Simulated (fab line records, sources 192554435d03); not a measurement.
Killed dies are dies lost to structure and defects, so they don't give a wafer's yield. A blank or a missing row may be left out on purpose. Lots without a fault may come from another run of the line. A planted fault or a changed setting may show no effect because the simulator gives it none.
Which tool did it? | flow n5_finfet | 24 lots, 72 wafers sampled, at 5 steps of a route of 1938

WHAT THE GAUGES READ, wafer by wafer
N5_SD_EPI_N_CD_MEAS_09: target cd 120 nm. Usual: cd_nm 120.2 nm, standard deviation 0.79.
lot  | measured    | on        | cd_nm (nm)        | flag
L074 | day 3 00:25 | cd_sem-02 | 119.3 121.3 119.7 |
L075 | day 3 05:17 | cd_sem-02 | 120.3 121.1 119.9 |
L076 | day 3 21:56 | cd_sem-03 | 119.5 120.5 119.8 |
L077 | day 4 01:58 | cd_sem-01 | 119.2 119.9 119.1 |
L078 | day 4 06:07 | cd_sem-03 | 120.0 119.2 120.9 |
L079 | day 4 10:01 | cd_sem-03 | 120.7 119.5 120.3 |
L080 | day 4 12:53 | cd_sem-02 | 121.5 120.9 121.6 |
L081 | day 4 22:23 | cd_sem-03 | 119.6 120.6 121.0 |
L082 | day 5 00:49 | cd_sem-03 | 119.4 119.1 119.8 |
L083 | day 5 07:02 | cd_sem-01 | 120.0 121.5 121.3 |
L084 | day 5 15:14 | cd_sem-02 | 119.9 119.8 120.2 |
L085 | day 6 03:51 | cd_sem-02 | 120.4 120.9 120.8 |
L086 | day 6 04:19 | cd_sem-01 | 120.4 121.0 119.9 |
L087 | day 6 09:26 | cd_sem-03 | 120.8 119.9 119.3 |
L088 | day 6 16:10 | cd_sem-03 | 121.9 121.6 120.9 |
L089 | day 6 18:22 | cd_sem-03 | 117.7 120.2 119.6 |
L090 | day 7 02:48 | cd_sem-01 | 120.9 118.9 119.6 |
L091 | day 7 09:22 | cd_sem-01 | 121.1 120.3 120.2 |
L092 | day 7 18:16 | cd_sem-03 | 119.8 119.0 119.8 |
L093 | day 7 22:22 | cd_sem-03 | 120.1 121.0 120.0 |
L094 | day 8 01:44 | cd_sem-02 | 121.7 119.9 119.6 |
L095 | day 8 06:20 | cd_sem-03 | 120.6 121.2 120.1 |
L096 | day 8 16:13 | cd_sem-01 | 120.3 119.5 119.8 |
L097 | day 8 18:37 | cd_sem-02 | 119.8 118.7 120.5 |

WHICH TOOL RAN EACH LOT (tool, then ch and the chambers of the sampled wafers, then the start)
lot  | N5_FIN_SAQP_FIN_ETCH_36         | N5_DUMMY_GATE_CMP_04         | N5_DUMMY_GATE_STRIP_41            | N5_SPACER0_ALD_07
L074 | rie_si-04 ch 0,3, day 2 02:41   | cmp-03 ch 0,2,3, day 2 17:17 | rie_diel-03 ch 0,3, day 2 22:47   | ald_sin-04 ch 0,1, day 2 23:34
L075 | rie_si-01 ch 0,2, day 2 07:45   | cmp-01 ch 0,1,2, day 2 22:20 | rie_diel-01 ch 0,1,2, day 3 03:25 | ald_sin-04 ch 0,2,3, day 3 04:19
L076 | rie_si-02 ch 0,3, day 2 14:21   | cmp-01 ch 0,3, day 3 11:13   | rie_diel-04 ch 0,1,2, day 3 19:39 | ald_sin-04 ch 1,2,3, day 3 20:58
L077 | rie_si-02 ch 2,3, day 2 20:37   | cmp-03 ch 0,1, day 3 14:52   | rie_diel-03 ch 0,3, day 4 00:23   | ald_sin-02 ch 1,2, day 4 01:07
L078 | rie_si-01 ch 1,2, day 3 01:57   | cmp-01 ch 0,2,3, day 3 22:25 | rie_diel-04 ch 0,3, day 4 04:13   | ald_sin-04 ch 0,1,2, day 4 05:08
L079 | rie_si-01 ch 1,2, day 3 08:18   | cmp-01 ch 0,2,3, day 4 02:08 | rie_diel-03 ch 2,3, day 4 08:07   | ald_sin-02 ch 0,2,3, day 4 09:04
L080 | rie_si-02 ch 2,3, day 3 15:00   | cmp-04 ch 0,1,3, day 4 05:50 | rie_diel-04 ch 1,2,3, day 4 11:05 | ald_sin-04 ch 0,1,2, day 4 11:55
L081 | rie_si-02 ch 1,2, day 3 22:16   | cmp-01 ch 0,1, day 4 14:16   | rie_diel-03 ch 0,3, day 4 20:35   | ald_sin-02 ch 0,1,3, day 4 21:26
L082 | rie_si-04 ch 0,1,2, day 4 02:25 | cmp-01 ch 0,1,3, day 4 17:53 | rie_diel-03 ch 0,2,3, day 4 23:05 | ald_sin-01 ch 0,2,3, day 4 23:51
L083 | rie_si-01 ch 0,3, day 4 08:15   | cmp-03 ch 1,2,3, day 4 23:44 | rie_diel-03 ch 0,2,3, day 5 04:56 | ald_sin-04 ch 0,1,3, day 5 06:04
L084 | rie_si-04 ch 0,3, day 4 14:25   | cmp-01 ch 0,1, day 5 07:43   | rie_diel-04 ch 1,2,3, day 5 13:15 | ald_sin-04 ch 0,2,3, day 5 14:16
L085 | rie_si-04 ch 0,2,3, day 4 20:59 | cmp-03 ch 0,2,3, day 5 12:31 | rie_diel-04 ch 0,2, day 6 02:07   | ald_sin-04 ch 0,1, day 6 03:01
L086 | rie_si-02 ch 2,3, day 5 04:32   | cmp-04 ch 0,2,3, day 5 19:54 | rie_diel-04 ch 1,2,3, day 6 02:34 | ald_sin-01 ch 0,1, day 6 03:20
L087 | rie_si-01 ch 1,3, day 5 09:16   | cmp-01 ch 0,1, day 6 00:22   | rie_diel-04 ch 0,1,2, day 6 07:52 | ald_sin-01 ch 1,3, day 6 08:35
L088 | rie_si-01 ch 0,2,3, day 5 13:34 | cmp-01 ch 1,3, day 6 06:47   | rie_diel-04 ch 0,1,2, day 6 13:53 | ald_sin-04 ch 0,1,3, day 6 15:20
L089 | rie_si-01 ch 2,3, day 5 19:47   | cmp-01 ch 0,2,3, day 6 11:25 | rie_diel-01 ch 2,3, day 6 16:41   | ald_sin-04 ch 0,1,2, day 6 17:25
L090 | rie_si-04 ch 0,1,2, day 6 01:56 | cmp-01 ch 1,2,3, day 6 18:38 | rie_diel-01 ch 0,3, day 7 00:01   | ald_sin-01 ch 0,1, day 7 01:50
L091 | rie_si-04 ch 0,1,2, day 6 08:12 | cmp-03 ch 1,3, day 7 01:33   | rie_diel-03 ch 0,1,2, day 7 06:54 | ald_sin-02 ch 0,1,3, day 7 08:31
L092 | rie_si-04 ch 0,1,3, day 6 16:01 | cmp-01 ch 1,2,3, day 7 08:09 | rie_diel-04 ch 0,2,3, day 7 16:16 | ald_sin-02 ch 0,2,3, day 7 17:26
L093 | rie_si-04 ch 0,2,3, day 6 21:25 | cmp-01 ch 0,3, day 7 15:28   | rie_diel-01 ch 0,2,3, day 7 20:43 | ald_sin-01 ch 1,3, day 7 21:32
L094 | rie_si-01 ch 0,2,3, day 7 03:25 | cmp-04 ch 0,2,3, day 7 18:45 | rie_diel-03 ch 0,1,3, day 8 00:02 | ald_sin-01 ch 0,2,3, day 8 00:46
L095 | rie_si-02 ch 0,1,2, day 7 08:13 | cmp-04 ch 0,2, day 7 23:24   | rie_diel-04 ch 0,2, day 8 04:38   | ald_sin-02 ch 0,2,3, day 8 05:22
L096 | rie_si-04 ch 0,2, day 7 15:40   | cmp-03 ch 1,2,3, day 8 07:27 | rie_diel-04 ch 0,1, day 8 14:32   | ald_sin-01 ch 1,3, day 8 15:23
L097 | rie_si-02 ch 0,2, day 7 20:16   | cmp-04 ch 0,1, day 8 10:57   | rie_diel-03 ch 1,2,3, day 8 16:20 | ald_sin-01 ch 1,3, day 8 17:38
- N5_FIN_SAQP_FIN_ETCH_36: etches the open film in HBr/Cl2/O2, target depth 120 nm, time 50.4 s.
- N5_DUMMY_GATE_CMP_04: polishes a-Si.
- N5_DUMMY_GATE_STRIP_41: strips in O2.
- N5_SPACER0_ALD_07: deposits SiNx, target thk 2 nm.

WHAT THE TOOLS THEMSELVES READ (means of the sampled wafers that have a number; where no wafer has one, the mark that the record gives instead)
N5_FIN_SAQP_FIN_ETCH_36. Usual: drypump_motor_current_A 5.7 A, standard deviation 0.51; oes_o_777_au 1.00 a.u., standard deviation 0.038; oes_product_au 0.994 a.u., standard deviation 0.019; rf_fwd_power_W 796.5 W, standard deviation 2.7; throttle_valve_pct 36.1 %, standard deviation 0.31.
lot  | tool      | drypump_motor_current_A (A) | oes_o_777_au (a.u.) | oes_product_au (a.u.) | rf_fwd_power_W (W) | throttle_valve_pct (%) | flag
L074 | rie_si-04 | 5.7                         | 1.03                | 1.001                 | 793.3              | 35.9                   |
L075 | rie_si-01 | 5.2                         | 0.99                | 0.981                 | 798.7              | 36.0                   |
L076 | rie_si-02 | 5.5                         | 0.97                | 0.977                 | 799.9              | 36.3                   |
L077 | rie_si-02 | 6.0                         | 0.96                | 0.993                 | 798.1              | 36.1                   |
L078 | rie_si-01 | 6.0                         | 1.01                | 0.995                 | 800.6              | 36.3                   |
L079 | rie_si-01 | 5.7                         | 0.99                | 0.978                 | 795.1              | 36.2                   |
L080 | rie_si-02 | 6.0                         | 0.97                | 0.988                 | 794.0              | 36.1                   |
L081 | rie_si-02 | 6.1                         | 1.01                | 1.009                 | 798.3              | 36.0                   |
L082 | rie_si-04 | 5.8                         | 0.98                | 1.002                 | 794.3              | 36.0                   |
L083 | rie_si-01 | 5.7                         | 0.98                | 0.977                 | 794.8              | 36.5                   |
L084 | rie_si-04 | 5.7                         | 1.03                | 1.006                 | 796.0              | 35.9                   |
L085 | rie_si-04 | 5.6                         | 1.00                | 1.012                 | 794.2              | 35.8                   |
L086 | rie_si-02 | 5.9                         | 0.96                | 0.969                 | 797.9              | 36.3                   |
L087 | rie_si-01 | 6.1                         | 0.98                | 0.987                 | 798.8              | 36.6                   |
L088 | rie_si-01 | 5.5                         | 0.97                | 0.976                 | 797.1              | 36.2                   |
L089 | rie_si-01 | 5.8                         | 0.97                | 0.979                 | 797.1              | 36.5                   |
L090 | rie_si-04 | 5.9                         | 0.98                | 1.005                 | 792.8              | 36.0                   |
L091 | rie_si-04 | 5.9                         | 0.98                | 1.002                 | 795.1              | 36.0                   |
L092 | rie_si-04 | 6.0                         | 1.01                | 1.007                 | 797.9              | 36.1                   |
L093 | rie_si-04 | 5.7                         | 1.00                | 1.014                 | 794.4              | 35.8                   |
L094 | rie_si-01 | 5.5                         | 0.98                | 0.978                 | 793.7              | 36.2                   |
L095 | rie_si-02 | 5.8                         | 1.02                | 1.020                 | 795.9              | 36.1                   |
L096 | rie_si-04 | 5.6                         | 0.97                | 1.007                 | 796.6              | 35.7                   |
L097 | rie_si-02 | 5.8                         | 0.98                | 1.017                 | 796.0              | 36.1                   |

N5_DUMMY_GATE_CMP_04. Usual: motor_current_A 10.2 A, standard deviation 0.9; time_to_endpoint_s 14.3 s, standard deviation 2.2.
lot  | tool   | motor_current_A (A) | time_to_endpoint_s (s) | flag
L074 | cmp-03 | 10.1                | 12.5                   |
L075 | cmp-01 | 10.0                | 12.8                   |
L076 | cmp-01 | 10.2                | 15.5                   |
L077 | cmp-03 | 11.1                | 14.8                   |
L078 | cmp-01 | 9.8                 | 14.7                   |
L079 | cmp-01 | 9.8                 | 12.0                   |
L080 | cmp-04 | 10.7                | 14.6                   |
L081 | cmp-01 | 10.1                | 16.8                   |
L082 | cmp-01 | 10.3                | 13.6                   |
L083 | cmp-03 | 10.5                | 15.1                   |
L084 | cmp-01 | 10.5                | 17.4                   |
L085 | cmp-03 | 9.6                 | 14.1                   |
L086 | cmp-04 | 10.8                | 14.2                   |
L087 | cmp-01 | 10.6                | 16.7                   |
L088 | cmp-01 | 10.0                | 11.8                   |
L089 | cmp-01 | 9.9                 | 16.0                   |
L090 | cmp-01 | 10.1                | 12.6                   |
L091 | cmp-03 | 11.1                | 12.6                   |
L092 | cmp-01 | 10.0                | 13.1                   |
L093 | cmp-01 | 9.8                 | 17.5                   |
L094 | cmp-04 | 10.7                | 15.1                   |
L095 | cmp-04 | 10.9                | 14.6                   |
L096 | cmp-03 | 10.2                | 13.5                   |
L097 | cmp-04 | 9.6                 | 15.7                   |

N5_DUMMY_GATE_STRIP_41. Usual: drypump_motor_current_A 5.6 A, standard deviation 0.44; o2_flow_sccm 225.0 sccm, standard deviation 0.65; oes_product_au 0.74 a.u., standard deviation 0.055; rf_vpp_V 3.7 V, standard deviation 0.55; showerhead_plenum_p_Torr 2.11 Torr, standard deviation 0.073; throttle_valve_pct 16.82 %, standard deviation 0.25.
lot  | tool        | drypump_motor_current_A (A) | o2_flow_sccm (sccm) | oes_product_au (a.u.) | rf_vpp_V (V) | showerhead_plenum_p_Torr (Torr) | throttle_valve_pct (%) | flag
L074 | rie_diel-03 | 5.5                         | 224.6               | 0.78                  | 3.4          | 2.21                            | 16.87                  |
L075 | rie_diel-01 | 5.8                         | 225.3               | 0.81                  | 3.5          | 2.14                            | 16.70                  |
L076 | rie_diel-04 | 5.5                         | 225.1               | 0.73                  | 4.1          | 2.10                            | 16.68                  |
L077 | rie_diel-03 | 5.5                         | 224.8               | 0.77                  | 3.6          | 2.20                            | 16.89                  |
L078 | rie_diel-04 | 5.5                         | 224.8               | 0.72                  | 3.4          | 2.07                            | 17.07                  |
L079 | rie_diel-03 | 5.4                         | 224.9               | 0.77                  | 3.1          | 2.08                            | 16.88                  |
L080 | rie_diel-04 | 5.9                         | 224.1               | 0.73                  | 3.5          | 2.12                            | 16.79                  |
L081 | rie_diel-03 | 5.6                         | 224.3               | 0.77                  | 3.6          | 2.20                            | 16.91                  |
L082 | rie_diel-03 | 5.5                         | 224.6               | 0.77                  | 3.2          | 2.14                            | 16.90                  |
L083 | rie_diel-03 | 5.4                         | 225.0               | 0.76                  | 4.0          | 2.14                            | 16.90                  |
L084 | rie_diel-04 | 5.9                         | 225.3               | 0.72                  | 4.3          | 2.11                            | 16.81                  |
L085 | rie_diel-04 | 5.4                         | 224.3               | 0.73                  | 3.7          | 2.13                            | 16.57                  |
L086 | rie_diel-04 | 5.9                         | 224.6               | 0.72                  | 3.6          | 2.11                            | 16.81                  |
L087 | rie_diel-04 | 5.5                         | 225.1               | 0.71                  | 3.6          | 2.09                            | 16.72                  |
L088 | rie_diel-04 | 5.5                         | 225.6               | 0.71                  | 3.7          | 2.09                            | 16.72                  |
L089 | rie_diel-01 | 5.9                         | 225.1               | 0.74                  | 3.8          | 2.06                            | 16.78                  |
L090 | rie_diel-01 | 5.5                         | 225.3               | 0.71                  | 4.0          | 2.12                            | 17.01                  |
L091 | rie_diel-03 | 5.6                         | 224.9               | 0.75                  | 3.3          | 2.10                            | 16.91                  |
L092 | rie_diel-04 | 5.4                         | 224.8               | 0.71                  | 3.6          | 2.09                            | 16.86                  |
L093 | rie_diel-01 | 5.8                         | 224.9               | 0.72                  | 4.1          | 2.10                            | 16.94                  |
L094 | rie_diel-03 | 5.6                         | 224.7               | 0.74                  | 3.3          | 2.16                            | 16.93                  |
L095 | rie_diel-04 | 5.0                         | 224.9               | 0.70                  | 3.3          | 2.07                            | 16.77                  |
L096 | rie_diel-04 | 5.2                         | 225.1               | 0.79                  | 3.5          | 2.02                            | 16.75                  |
L097 | rie_diel-03 | 5.5                         | 225.2               | 0.74                  | 4.0          | 2.10                            | 16.94                  |

N5_SPACER0_ALD_07. Usual: heater_power_w 826 W, standard deviation 61.
lot  | tool       | heater_power_w (W) | flag
L074 | ald_sin-04 | 846                |
L075 | ald_sin-04 | 857                |
L076 | ald_sin-04 | 876                |
L077 | ald_sin-02 | 832                |
L078 | ald_sin-04 | 863                |
L079 | ald_sin-02 | 824                |
L080 | ald_sin-04 | 849                |
L081 | ald_sin-02 | 791                |
L082 | ald_sin-01 | 806                |
L083 | ald_sin-04 | 792                |
L084 | ald_sin-04 | 857                |
L085 | ald_sin-04 | 813                |
L086 | ald_sin-01 | 771                |
L087 | ald_sin-01 | 826                |
L088 | ald_sin-04 | 808                |
L089 | ald_sin-04 | 876                |
L090 | ald_sin-01 | 800                |
L091 | ald_sin-02 | 786                |
L092 | ald_sin-02 | 813                |
L093 | ald_sin-01 | 843                |
L094 | ald_sin-01 | 801                |
L095 | ald_sin-02 | 822                |
L096 | ald_sin-01 | 823                |
L097 | ald_sin-01 | 850                |

THE ANSWER, worked out from the rows above alone
Rule: a lot is off if the mean of its wafers that have a number lies more than 3 standard deviations from the usual mean. A lot without any number at a reading at which 4 lots or more have one is off too. The other lots that the step has rows for count as sound. The gauges are gone through in route order, then the tools' own readings, and for those a lot's mean is taken as printed above. The first step at which some lot is off is used, and at that step the reading that is off furthest; a lot without a number counts as furthest.
No lot is off at any reading shown: from this, nothing can be told.

WHAT THE SIMULATOR HAD PUT IN
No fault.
